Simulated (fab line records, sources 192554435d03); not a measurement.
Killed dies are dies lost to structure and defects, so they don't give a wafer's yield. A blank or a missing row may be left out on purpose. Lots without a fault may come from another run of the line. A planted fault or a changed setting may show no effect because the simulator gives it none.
Split-lot experiment | flow n5_finfet | 7 lots, 30 wafers read, on a route of 1938 steps

THE SPLIT
At N5_BEOL_M15_TRENCH_ETCH_34 (etches SiO2 in C4F8/O2/Ar, target depth 872.93 nm, time 199 s), the setting time_s was moved away from the recipe's 199 s on 14 of the 30 wafers read, by -44.4% to +51.8%. The other wafers ran this setting at the recipe's value.

FROM THE SPLIT TO THE READING: what the file shows between them, 7 steps
- N5_BEOL_M15_STRIP_36: strips in O2
- N5_BEOL_M15_ECD_47: material Cu, target thk 1860 nm
- N5_BEOL_M15_ANNEAL_48: time 90 s
- N5_BEOL_M15_CMP_49: polishes, stops on SiO2, t overpolish 4.9 s, target thk 850 nm
- N5_BEOL_M15_THK_MEAS_50: measures by xrf
- N5_BEOL_M15_PRE_CLEAN_52: time 15 s
- N5_BEOL_M15_DEP_53: deposits SiCN from 3MS/NH3, target thk 50 nm, time 17.8 s

THE READING
M15_RS, in ohm/sq, at N5_BEOL_M15_RS_MEAS_54 (measures by four-point-probe). Fault-free wafers of this fab line usually give 0.0217 ohm/sq, standard deviation 0.00039 ohm/sq.

wafer  | tool, chamber at the split | time_s as run, s | against the recipe | M15_RS, ohm/sq | against lot-mates on the recipe
L074.1 | rie_diel-05, 1             | 238.9            | +20.1%             | 0.0178         | -0.0040
L074.3 | rie_diel-05, 2             | 238.9            | +20.1%             | 0.0180         | -0.0038
L074.5 | rie_diel-05, 2             | 199              | recipe             | 0.0218         | -
L076.1 | rie_diel-05, 3             | 199              | recipe             | 0.0219         | -
L076.3 | rie_diel-05, 0             | 199              | recipe             | 0.0219         | -
L076.6 | rie_diel-05, 1             | 257.3            | +29.3%             | 0.0165         | -0.0054
L075.2 | rie_diel-04, 1             | 199              | recipe             | 0.0220         | -
L075.4 | rie_diel-04, 2             | 199              | recipe             | 0.0223         | -
L075.6 | rie_diel-04, 1             | 199              | recipe             | 0.0218         | -
L082.1 | rie_diel-04, 0             | 110.6            | -44.4%             | 0.0403         | +0.0187
L082.2 | rie_diel-04, 1             | 199              | recipe             | 0.0216         | -
L082.3 | rie_diel-04, 2             | 110.6            | -44.4%             | 0.0417         | +0.0201
L087.1 | rie_diel-06, 1             | 199              | recipe             | 0.0216         | -
L087.2 | rie_diel-06, 3             | 236.6            | +18.9%             | 0.0184         | -0.0036
L087.3 | rie_diel-06, 0             | 236.6            | +18.9%             | 0.0185         | -0.0035
L087.4 | rie_diel-06, 2             | 199              | recipe             | 0.0223         | -
L087.5 | rie_diel-06, 1             | 236.6            | +18.9%             | 0.0181         | -0.0039
L087.6 | rie_diel-06, 0             | 199              | recipe             | 0.0220         | -
L093.1 | rie_diel-06, 1             | 199              | recipe             | 0.0219         | -
L093.2 | rie_diel-06, 0             | 249.6            | +25.4%             | 0.0175         | -0.0045
L093.3 | rie_diel-06, 2             | 249.6            | +25.4%             | 0.0176         | -0.0044
L093.4 | rie_diel-06, 3             | 199              | recipe             | 0.0220         | -
L093.5 | rie_diel-06, 1             | 249.6            | +25.4%             | 0.0172         | -0.0048
L093.6 | rie_diel-06, 0             | 199              | recipe             | 0.0221         | -
L091.1 | rie_diel-06, 0             | 302              | +51.8%             | 0.0141         | -0.0076
L091.2 | rie_diel-06, 3             | 302              | +51.8%             | 0.0142         | -0.0075
L091.3 | rie_diel-06, 1             | 199              | recipe             | 0.0215         | -
L091.4 | rie_diel-06, 2             | 199              | recipe             | 0.0216         | -
L091.5 | rie_diel-06, 1             | 302              | +51.8%             | 0.0140         | -0.0077
L091.6 | rie_diel-06, 2             | 199              | recipe             | 0.0220         | -

THE FIT
A straight line over all 30 wafers: M15_RS changes by -0.00025 ohm/sq for each +1% of time_s; r = -0.92; the points scatter about the line by 0.0024 ohm/sq.
The same after taking each lot's own level away (the mean of its wafers on the recipe; 30 wafers): -0.000251 ohm/sq for each +1%; r = -0.91; scatter 0.0025 ohm/sq.
On that fit, the largest move of time_s shifts the reading by 0.013 ohm/sq.
The lots' own levels span 0.02160 to 0.02203 ohm/sq, that is 1.1 times the standard deviation above.
So the lot-to-lot level changes the slope little: the two slopes agree.
Check: with one of the wafers moved furthest among these (+51.8%) left out of the fit, the line predicts -0.0122 ohm/sq for it against its lot-mates. It came out at -0.0076 ohm/sq against them.

THE WHOLE CHAIN: every reading that the file lists as answering this split, in the file's order
step                       | what it does                                                   | reading                                                                          | change (the file's fit)               | r (the file's)
N5_BEOL_M15_TRENCH_ETCH_34 | etches SiO2 in C4F8/O2/Ar, target depth 872.93 nm, time 199 s  | etch.depth_nm (the simulator's own value, which no gauge read)                   | +8.8 nm for each +1% of the setting   | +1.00
N5_BEOL_M15_TRENCH_ETCH_34 | etches SiO2 in C4F8/O2/Ar, target depth 872.93 nm, time 199 s  | coat_of_BEOL_M15_COAT_22.thk_nm (the simulator's own value, which no gauge read) | -1.78 nm for each +1% of the setting  | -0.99
N5_BEOL_M15_CMP_49         | polishes, stops on SiO2, t overpolish 4.9 s, target thk 850 nm | Cu_of_BEOL_M15_ECD_47.thk_nm (the simulator's own value, which no gauge read)    | +8.8 nm for each +1% of the setting   | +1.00
N5_BEOL_M15_THK_MEAS_50    | measures by xrf                                                | M15_THK                                                                          | +8.52 for each +1% of the setting     | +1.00
N5_BEOL_M15_RS_MEAS_54     | measures by four-point-probe                                   | M15_RS                                                                           | -0.000209 for each +1% of the setting | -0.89

THE FILE'S OWN FIT
M15_RS changes by -0.000209 ohm/sq for each +1% of time_s, r = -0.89.
